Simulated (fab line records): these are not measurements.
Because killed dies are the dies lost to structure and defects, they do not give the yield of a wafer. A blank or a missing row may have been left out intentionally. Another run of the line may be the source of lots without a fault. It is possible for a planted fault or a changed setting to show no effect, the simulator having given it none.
8D (eight disciplines) problem report, filled in by code + flow n5Finfet + the parts of the form that need people (team, actions taken, sign-off) are left out

== 1. THE ISSUE ==
At N5_DUMMY_REMOVAL_PRECLEAN_08, tempC averages 28.68 C over 6 wafers from 2 lots, while fault-free wafers read 29.99 C, standard deviation 0.099. That puts it -13 standard deviations away from the usual mean.
The step: cleans in NF3:NH3, afs cycles 2, time 20 s, sublimation time 60 s.
First seen on wafer L462.2, day 8 12:48, on remotePlasma-01. Wafers with a number at this step in the record: 31, from 11 lots. By rule, "out" or "out of limits" means more than 4 standard deviations away from the usual mean. The rest of the wafers with a number are treated as sound.

== 2. WHAT THIS IS AND IS NOT ==
| question                    | is                     | is not                                                              |
|-----------------------------|------------------------|---------------------------------------------------------------------|
| which readings at this step | tempC                  | pressureTorr                                                        |
| which lots                  | L462, L463             | L446, L447, L450, L451, L452, L453, L454, L456, L467                |
| which wafers of those lots  | all that have a number | -                                                                   |
| read on which tools         | remotePlasma-01        | remotePlasma-02                                                     |
| when                        | from day 8 12:48       | up to then (22 sound wafers); but 3 sound wafers of L467 came after |

== 3. THE SUSPECTS, EACH WITH WHAT RULES IT OUT ==
Counting: a tool at a process step up to the reading stays a suspect if it ran every lot that is out and no sound lot after the first of them.
- remotePlasma-01 at N5_DUMMY_REMOVAL_PRECLEAN_08 (cleans in NF3:NH3, afs cycles 2, time 20 s, sublimation time 60 s): kept. It ran every lot that is out, first L462 (day 8 12:48), and no sound lot after that; its last sound lot up to then is L456 (day 7 00:31). Its own readings are out on those wafers: tempC.
The count leaves remotePlasma-01 at N5_DUMMY_REMOVAL_PRECLEAN_08.

== 4. THE CAUSE (what the simulator had put in) ==
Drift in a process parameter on remotePlasma-01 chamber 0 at N5_DUMMY_REMOVAL_PRECLEAN_08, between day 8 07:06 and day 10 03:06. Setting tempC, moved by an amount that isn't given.
This tool alone remained once counting was done.

== 5. THE EFFECT CHAIN, in route order ==
Each row: a reading whose mean over the struck wafers that have a number lies more than 3 standard deviations from the usual. Only readings for which the record gives a usual standard deviation are gone through. hours: the time from each lot's start at the first step in this table that gives one to its start at this step, as a median over the lots. sigmas: the change in usual standard deviations.
| hours | step                         | reading | usual   | on struck wafers | change | sigmas |
|-------|------------------------------|---------|---------|------------------|--------|--------|
| 0     | N5_DUMMY_REMOVAL_PRECLEAN_08 | tempC   | 29.99 C | 28.68            | -1.31  | -13    |
It contains these process steps:
- N5_DUMMY_REMOVAL_PRECLEAN_08: cleans in NF3:NH3, afs cycles 2, time 20 s, sublimation time 60 s.
Later measuring or inspecting steps at which every struck wafer that the step has a row for has a number for every such reading, and none has moved that far: N5_BEOL_M4_RC_MEAS_101.

== 6. HOW IT WOULD HAVE BEEN CAUGHT EARLIER ==
The fault began at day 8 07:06; the first out-of-limits reading in this record came at day 8 12:48, 6 hours later.
